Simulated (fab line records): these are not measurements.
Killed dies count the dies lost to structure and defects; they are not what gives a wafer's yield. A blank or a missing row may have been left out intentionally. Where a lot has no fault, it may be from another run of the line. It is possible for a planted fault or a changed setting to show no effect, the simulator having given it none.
Comparing a struck lot with a sound one / flow n5Finfet / 22 out of 1938 route steps
Sound: wafers L966.3, L966.4, L966.6. Wafers L978.2, L978.4, L978.6 were the ones struck. Last of all comes the cause.
At each step with rows: each side's tool, then ch and its chambers, then its first start. Under that, the readings that differ: sound wafers / struck wafers / difference of the means / sigmas: that difference in standard deviations of wafers without a fault.
alike: a reading whose means differ by less than 2 such deviations, as well as words and numbers matching on both sides. not compared: withheld readings; readings where some wafer has no value; bounds like >300 that might hide an equal value; numbers whose values overlap and for which the record gives no deviation.
The two part at a step that has a row with sigmas, a row that says differs or no value, or rows on one side only. Numbers that don't overlap but have no deviation are shown without sigmas and don't part them. A reading missing from all wafers of one side parts the sides only when that side holds two or more wafers.

first, 9 steps without rows for these wafers: N5_GATE_CUT_COAT_27 (time 60 s, resist thk 10 nm); N5_GATE_CUT_COAT_07 (resist thk 30 nm); N5_GATE_CUT_EBR_09; N5_GATE_CUT_SOFTBAKE_08 (time 60 s); N5_GATE_CUT_EXPOSE_10 (exposes mask GATE CUT, target cd 20 nm); N5_GATE_CUT_PEB_11 (peb time 60 s); N5_GATE_CUT_DEVELOP_12 (develop time 30 s); N5_GATE_CUT_DESCUM_18 (chemistry O2, time 7 s); N5_GATE_CUT_ETCH_28 (etches underlayer in N2/H2, target depth 13 nm, time 10.4 s).
N5_GATE_CUT_ETCH_36: etches SiARC in CF4, target depth 13 nm, time 21.7 s.
  sound on rieDiel-02 ch 1,3, day 5 03:44; struck on rieDiel-02 ch 0,1,3, day 8 01:59
  no value came back on the struck wafers for any of 9 readings (biasW (W), cf4FlowSccm (sccm) and others); on the sound wafers biasW (W) reads 36.03 35.84 35.74
reading=model.CAR-EUV_of_GATE_CUT_COAT_07.thkNm (nm); sound=7 7 7; struck=14.6 14.6 14.6; difference=+7.6; sigmas=
  not compared: rfHoursCounterH
N5_GATE_CUT_ETCH_37: etches SOC in N2/H2, target depth 60 nm, overetch 12 nm, time 90 s.
  sound on rieDiel-02 ch 1,3, day 5 03:45; struck on rieDiel-02 ch 0,1,3, day 8 02:01
reading=oesProductAu (a.u.); sound=0.73 0.69 0.69; struck=0.29 0.27 0.29; difference=-0.42; sigmas=-8
  alike: biasW, chamberPressureMTorr, drypumpMotorCurrentA, rfVppV, showerheadPlenumPTorr, throttleValvePct
  not compared: rfHoursCounterH
then, 2 steps without rows for these wafers: N5_GATE_CUT_STRIP_38 (strips in N2/H2); N5_GATE_CUT_STRIP_39 (strips in N2/H2).
N5_GATE_CUT_HM_OPEN_40: chemistry C4F6/O2, target SiO2, target depth 139 nm, time 85.1 s.
  sound on rieDiel-02 ch 1,3, day 5 03:50; struck on rieDiel-02 ch 0,1,3, day 8 02:05
reading=biasW (W); sound=184.8 184.8 184.9; struck=- - -; difference=no value on the struck wafers; sigmas=
reading=etchRfOnTimeS (s); sound=91.9 95.1 94.7; struck=212.7 212.7 212.8; difference=+118.8; sigmas=+57
reading=oesProductAu (a.u.); sound=0.74 0.70 0.70; struck=0.29 0.28 0.29; difference=-0.43; sigmas=-7
  alike: C4F6_flow_sccm, drypumpMotorCurrentA, mfcArSccm, rfVppV, showerheadPlenumPTorr, throttleValvePct
  not compared: rfHoursCounterH
then, 2 steps without rows for these wafers: N5_GATE_CUT_STRIP_41 (strips in CF4); N5_GATE_CUT_STRIP_42 (strips in O2).
N5_GATE_CUT_ETCH_19: etches SiNx in CH3F/O2, target depth 53.7 nm, time 76.7 s.
  sound on rieDiel-02 ch 1,3, day 5 03:58; struck on rieDiel-02 ch 0,1,3, day 8 02:13
reading=biasW (W); sound=73.20 72.62 73.21; struck=- - -; difference=no value on the struck wafers; sigmas=
reading=etchRfOnTimeS (s); sound=75.9 77.5 77.3; struck=191.8 191.7 191.8; difference=+114.9; sigmas=+96
reading=oesProductAu (a.u.); sound=0.69 0.66 0.66; struck=0.29 0.27 0.28; difference=-0.39; sigmas=-7
  alike: CH3F_flow_sccm, O2_flow_sccm, drypumpMotorCurrentA, mfcArSccm, rfVppV, showerheadPlenumPTorr, throttleValvePct
  not compared: rfHoursCounterH
N5_GATE_CUT_CUT_ETCH_53: etches W in SF6/Cl2, target depth 79.2 nm.
  sound on rieMetal-02 ch 0,1, day 5 04:05; struck on rieMetal-02 ch 1, day 8 02:19
reading=etchRfOnTimeS (s); sound=26.6 26.2 26.1; struck=34.3 34.3 34.3; difference=+8.0; sigmas=+17
reading=oesProductAu (a.u.); sound=0.61 0.86 0.87; struck=0.26 0.25 0.25; difference=-0.53; sigmas=-4
reading=throttleValvePct (%); sound=28.65 29.09 29.08; struck=27.28 27.27 27.29; difference=-1.66; sigmas=-8
  alike: SF6_flow_sccm, biasW, drypumpMotorCurrentA, heBacksideLeakSccm
  not compared: rfHoursCounterH
N5_GATE_CUT_CUT_ETCH_54: etches TiN in Cl2/BCl3, target depth 96.7 nm.
  sound on rieMetal-02 ch 0,1, day 5 04:09; struck on rieMetal-02 ch 1, day 8 02:23
reading=etchRfOnTimeS (s); sound=37.2 36.5 36.5; struck=47.9 47.9 47.9; difference=+11.2; sigmas=+17
reading=oesProductAu (a.u.); sound=0.61 0.86 0.88; struck=0.25 0.25 0.25; difference=-0.53; sigmas=-4
reading=throttleValvePct (%); sound=22.00 22.18 22.18; struck=22.53 22.54 22.55; difference=+0.42; sigmas=+2
  alike: bcl3FlowSccm, biasW, drypumpMotorCurrentA, heBacksideLeakSccm, mfcArSccm
  not compared: rfHoursCounterH
N5_GATE_CUT_CUT_ETCH_55: etches HfO2 in BCl3, target depth 3.2 nm.
  sound on rieMetal-02 ch 0,1, day 5 04:12; struck on rieMetal-02 ch 1, day 8 02:26
reading=oesProductAu (a.u.); sound=0.67 0.95 0.95; struck=0.25 0.24 0.25; difference=-0.61; sigmas=-5
  alike: bcl3FlowSccm, biasW, drypumpMotorCurrentA, heBacksideLeakSccm, throttleValvePct
  not compared: rfHoursCounterH
N5_BEOL_M4_RC_MEAS_101:
  the record has rows for the sound wafers here (prober-02 ch 0, day 8 11:49) and none for the struck ones
-- the record jumps here: 8 days lie between the struck wafers' starts before and after (it left off in module BEOL_M4 and takes up again in module PASSIVATION, whose first step shown is number 1936 of the route) --
N5_PASSIVATION_PROBE_49:
  only the struck wafers here have rows in the record (prober-01, day 16 02:56); the sound ones have none

WHERE THEY PART
At N5_GATE_CUT_ETCH_36 first; at N5_PASSIVATION_PROBE_49 last (within this record only).

WHY: what had been put in by the simulator
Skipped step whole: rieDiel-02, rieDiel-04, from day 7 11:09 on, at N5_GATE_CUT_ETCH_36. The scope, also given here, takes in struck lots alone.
